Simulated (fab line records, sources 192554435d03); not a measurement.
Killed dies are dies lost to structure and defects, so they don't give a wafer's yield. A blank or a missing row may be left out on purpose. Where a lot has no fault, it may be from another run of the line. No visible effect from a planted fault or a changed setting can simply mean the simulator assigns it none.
What tool caused it? | flow n5 finfet | 24 lots, 72 wafers sampled, at 4 steps of a route of 1938

WHAT EACH GAUGE READ, for each wafer
N5_BEOL_M15_INSPECT_12: inspects for defects (macro).
lot  | measured     | on                | raw defect count
L074 | day 12 12:29 | defect inspect-01 | 4 4 4
L075 | day 13 00:33 | defect inspect-01 | 2 1 5
L077 | day 13 06:30 | defect inspect-01 | 3 3 1
L076 | day 13 21:19 | defect inspect-02 | 2 1 2
L078 | day 13 22:46 | defect inspect-02 | 1 1 2
L079 | day 14 02:13 | defect inspect-02 | 2 2 3
L080 | day 14 06:38 | defect inspect-01 | 2 1 1
L081 | day 14 19:10 | defect inspect-02 | 1 1 2
L082 | day 15 01:11 | defect inspect-02 | 1 3 0
L083 | day 15 04:51 | defect inspect-02 | 2 1 4
L086 | day 15 07:42 | defect inspect-01 | 1 4 5
L084 | day 15 10:59 | defect inspect-01 | 1 2 3
L085 | day 16 00:23 | defect inspect-01 | 3 5 4
L087 | day 16 06:38 | defect inspect-01 | 5 2 2
L088 | day 16 11:22 | defect inspect-02 | 2 2 1
L089 | day 16 13:42 | defect inspect-01 | 3 0 4
L090 | day 16 17:12 | defect inspect-01 | 1 3 1
L092 | day 17 08:37 | defect inspect-01 | 1 3 4
L093 | day 17 08:47 | defect inspect-01 | 5 4 3
L091 | day 17 08:49 | defect inspect-01 | 3 2 0
L094 | day 17 11:40 | defect inspect-01 | 3 3 4
L095 | day 17 22:19 | defect inspect-01 | 2 4 6
L097 | day 18 17:39 | defect inspect-01 | 3 1 2
L096 | day 18 22:59 | defect inspect-02 | 1 2 2

N5_BEOL_M15_RS_MEAS_54: the measuring method here is four-point-probe.
lot  | measured     | on            | M15_RS (ohm/sq)
L074 | day 12 18:28 | film metro-01 | 0.02164 0.02135 0.02149
L075 | day 13 05:30 | film metro-02 | 0.02168 0.02142 0.02122
L077 | day 13 11:35 | film metro-01 | 0.02181 0.02094 0.02118
L076 | day 14 05:45 | film metro-01 | 0.02132 0.02164 0.02134
L078 | day 14 02:57 | film metro-01 | 0.02145 0.0212 0.02157
L079 | day 14 06:13 | film metro-02 | 0.02174 0.02165 0.02122
L080 | day 14 14:18 | film metro-01 | 0.0215 0.02118 0.02154
L081 | day 15 00:35 | film metro-01 | 0.02159 0.02166 0.02155
L082 | day 15 06:16 | film metro-02 | 0.0212 0.02122 0.02107
L083 | day 15 10:07 | film metro-02 | 0.02154 0.02138 0.02124
L086 | day 15 13:12 | film metro-01 | 0.02141 0.02184 0.02147
L084 | day 15 17:25 | film metro-02 | 0.02185 0.02157 0.02146
L085 | day 16 05:19 | film metro-02 | 0.02105 0.02132 0.02094
L087 | day 16 12:22 | film metro-01 | 0.02151 0.02154 0.0216
L088 | day 16 17:42 | film metro-02 | 0.02107 0.02148 0.02131
L089 | day 16 18:08 | film metro-02 | 0.02149 0.02104 0.02152
L090 | day 16 20:53 | film metro-02 | 0.02126 0.02147 0.02142
L092 | day 17 17:22 | film metro-02 | 0.02143 0.02143 0.02107
L093 | day 17 17:43 | film metro-01 | 0.02201 0.02206 0.02192
L091 | day 17 18:11 | film metro-02 | 0.02135 0.02156 0.02193
L094 | day 17 18:29 | film metro-02 | 0.0219 0.02178 0.02126
L095 | day 18 01:57 | film metro-01 | 0.02141 0.02111 0.02131
L097 | day 18 22:03 | film metro-01 | 0.02139 0.02146 0.02162
L096 | day 19 03:45 | film metro-01 | 0.02195 0.02151 0.02145

WHICH TOOL RAN EACH LOT (tool, then ch and the chambers of the sampled wafers, then the start)
lot  | N5_BEOL_M14_ANNEAL_48            | N5_BEOL_M15_STRIP_64
L074 | rtp anneal-01 ch 0, day 12 11:08 | rie diel-06 ch 1,2,3, day 12 18:28 or earlier
L075 | rtp anneal-01 ch 0, day 12 22:53 | rie diel-04 ch 1,2,3, day 13 05:30 or earlier
L077 | rtp anneal-02 ch 0, day 13 05:09 | rie diel-04 ch 1,2,3, day 13 11:35 or earlier
L076 | rtp anneal-02 ch 0, day 13 19:48 | rie diel-04 ch 0,1,2, day 14 05:45 or earlier
L078 | rtp anneal-02 ch 0, day 13 21:17 | rie diel-06 ch 2,3, day 14 02:57 or earlier
L079 | rtp anneal-01 ch 0, day 14 00:41 | rie diel-06 ch 0,1,3, day 14 06:13 or earlier
L080 | rtp anneal-01 ch 0, day 14 05:19 | rie diel-04 ch 0,1,2, day 14 14:18 or earlier
L081 | rtp anneal-01 ch 0, day 14 17:32 | rie diel-01 ch 0,1,2, day 15 00:35 or earlier
L082 | rtp anneal-02 ch 0, day 14 23:40 | rie diel-01 ch 0,1,3, day 15 06:16 or earlier
L083 | rtp anneal-02 ch 0, day 15 03:20 | rie diel-01 ch 1,2, day 15 10:07 or earlier
L086 | rtp anneal-01 ch 0, day 15 06:19 | rie diel-04 ch 0,2,3, day 15 13:12 or earlier
L084 | rtp anneal-01 ch 0, day 15 09:29 | rie diel-06 ch 0,1, day 15 17:25 or earlier
L085 | rtp anneal-01 ch 0, day 15 22:53 | rie diel-01 ch 2,3, day 16 05:19 or earlier
L087 | rtp anneal-01 ch 0, day 16 05:08 | rie diel-06 ch 0,2,3, day 16 12:22 or earlier
L088 | rtp anneal-01 ch 0, day 16 09:52 | rie diel-04 ch 0,2, day 16 17:42 or earlier
L089 | rtp anneal-01 ch 0, day 16 12:14 | rie diel-06 ch 0,2, day 16 18:08 or earlier
L090 | rtp anneal-02 ch 0, day 16 15:47 | rie diel-06 ch 0,2,3, day 16 20:53 or earlier
L092 | rtp anneal-02 ch 0, day 17 06:59 | rie diel-01 ch 0,1,2, day 17 17:22 or earlier
L093 | rtp anneal-01 ch 0, day 17 07:17 | rie diel-04 ch 1,3, day 17 17:43 or earlier
L091 | rtp anneal-02 ch 0, day 17 07:17 | rie diel-06 ch 0,1,2, day 17 18:11 or earlier
L094 | rtp anneal-01 ch 0, day 17 10:17 | rie diel-06 ch 0,2,3, day 17 18:29 or earlier
L095 | rtp anneal-01 ch 0, day 17 20:56 | rie diel-06 ch 2,3, day 18 01:57 or earlier
L097 | rtp anneal-02 ch 0, day 18 16:19 | rie diel-04 ch 1,2,3, day 18 22:03 or earlier
L096 | rtp anneal-02 ch 0, day 18 21:35 | rie diel-01 ch 1,2,3, day 19 03:45 or earlier
- N5_BEOL_M14_ANNEAL_48: time 90 s.
- N5_BEOL_M15_STRIP_64: strips in O2.

AS READ BY THE TOOLS THEMSELVES (means over the sampled wafers that have a number; for cases with no such wafer, the mark the record gives instead)
N5_BEOL_M14_ANNEAL_48.
lot  | tool          | anneal temp c (C) | wafer_temp_C_max
L074 | rtp anneal-01 | 225.06            | 226.8
L075 | rtp anneal-01 | 224.96            | 226.6
L077 | rtp anneal-02 | 225.10            | 225.2
L076 | rtp anneal-02 | 224.98            | 225.4
L078 | rtp anneal-02 | 225.11            | 225.2
L079 | rtp anneal-01 | 224.96            | 226.8
L080 | rtp anneal-01 | 225.01            | 226.4
L081 | rtp anneal-01 | 224.97            | 226.3
L082 | rtp anneal-02 | 224.99            | 225.7
L083 | rtp anneal-02 | 224.98            | 225.5
L086 | rtp anneal-01 | 225.18            | 226.4
L084 | rtp anneal-01 | 224.93            | 226.5
L085 | rtp anneal-01 | 224.90            | 226.4
L087 | rtp anneal-01 | 224.67            | 226.7
L088 | rtp anneal-01 | 224.96            | 226.5
L089 | rtp anneal-01 | 224.75            | 226.4
L090 | rtp anneal-02 | 225.19            | 225.5
L092 | rtp anneal-02 | 225.19            | 225.7
L093 | rtp anneal-01 | 225.07            | 226.3
L091 | rtp anneal-02 | 225.09            | 225.9
L094 | rtp anneal-01 | 225.03            | 226.5
L095 | rtp anneal-01 | 224.74            | 226.4
L097 | rtp anneal-02 | 225.21            | 225.3
L096 | rtp anneal-02 | 224.79            | 225.4

N5_BEOL_M15_STRIP_64.
lot  | tool        | drypump motor current A (A) | oes product au (a.u.) | rf vpp V (V) | showerhead plenum p Torr (Torr) | throttle valve pct (%)
L074 | rie diel-06 | 5.5                         | 0.76                  | 4.0          | 2.06                            | 16.85
L075 | rie diel-04 | 6.0                         | 0.78                  | 4.2          | 2.11                            | 16.73
L077 | rie diel-04 | 6.0                         | 0.78                  | 3.5          | 2.11                            | 16.74
L076 | rie diel-04 | 5.8                         | 0.79                  | 4.0          | 2.14                            | 16.74
L078 | rie diel-06 | 6.1                         | 0.81                  | 3.5          | 2.08                            | 16.80
L079 | rie diel-06 | 5.4                         | 0.75                  | 3.6          | 2.06                            | 16.80
L080 | rie diel-04 | 5.8                         | 0.78                  | 3.6          | 2.14                            | 16.75
L081 | rie diel-01 | 5.7                         | 0.75                  | 3.8          | 2.07                            | 16.67
L082 | rie diel-01 | 5.9                         | 0.79                  | 3.6          | 2.09                            | 16.53
L083 | rie diel-01 | 6.1                         | 0.75                  | 3.3          | 2.07                            | 16.70
L086 | rie diel-04 | 5.8                         | 0.81                  | 3.9          | 2.13                            | 16.68
L084 | rie diel-06 | 5.4                         | 0.74                  | 3.5          | 2.09                            | 16.73
L085 | rie diel-01 | 5.2                         | 0.80                  | 3.4          | 2.02                            | 16.49
L087 | rie diel-06 | 6.0                         | 0.88                  | 3.6          | 2.16                            | 16.61
L088 | rie diel-04 | 5.6                         | 0.82                  | 3.4          | 2.15                            | 16.68
L089 | rie diel-06 | 6.5                         | 0.83                  | 4.4          | 2.12                            | 16.62
L090 | rie diel-06 | 6.0                         | 0.87                  | 3.4          | 2.16                            | 16.63
L092 | rie diel-01 | 5.6                         | 0.75                  | 3.5          | 2.06                            | 16.70
L093 | rie diel-04 | 5.9                         | 0.79                  | 3.1          | 2.13                            | 16.67
L091 | rie diel-06 | 5.9                         | 0.87                  | 3.9          | 2.10                            | 16.55
L094 | rie diel-06 | 6.0                         | 0.86                  | 3.1          | 2.15                            | 16.64
L095 | rie diel-06 | 6.1                         | 0.86                  | 3.6          | 2.15                            | 16.71
L097 | rie diel-04 | 6.0                         | 0.74                  | 3.9          | 2.10                            | 16.81
L096 | rie diel-01 | 5.7                         | 0.75                  | 4.0          | 2.04                            | 16.63

THE ANSWER, worked out from the rows above alone
Rule: usual is defined by the lots themselves. Put in order of their means at a reading, lots are off if they are a third of the lots or fewer, leave a main group of 4 or more, and stand apart from it by a gap of 3 or more times the standard deviation of the main group's means; of several such gaps the widest counts. A main group whose means are all the same, to the digits that the tables above print for the reading, isn't used. Also off: a lot with no number at a reading for which 4 or more lots have one. All remaining lots with rows at the step are treated as sound. After the gauges, taken in route order, come the tools' own readings; for these a lot's mean is taken, as printed above. At the first step where some lot is off, the reading lying furthest off is the one used; lots without a number count as furthest.
No lot is off on any of the readings shown, so nothing can be concluded from this.

WHAT WAS PUT IN BY THE SIMULATOR
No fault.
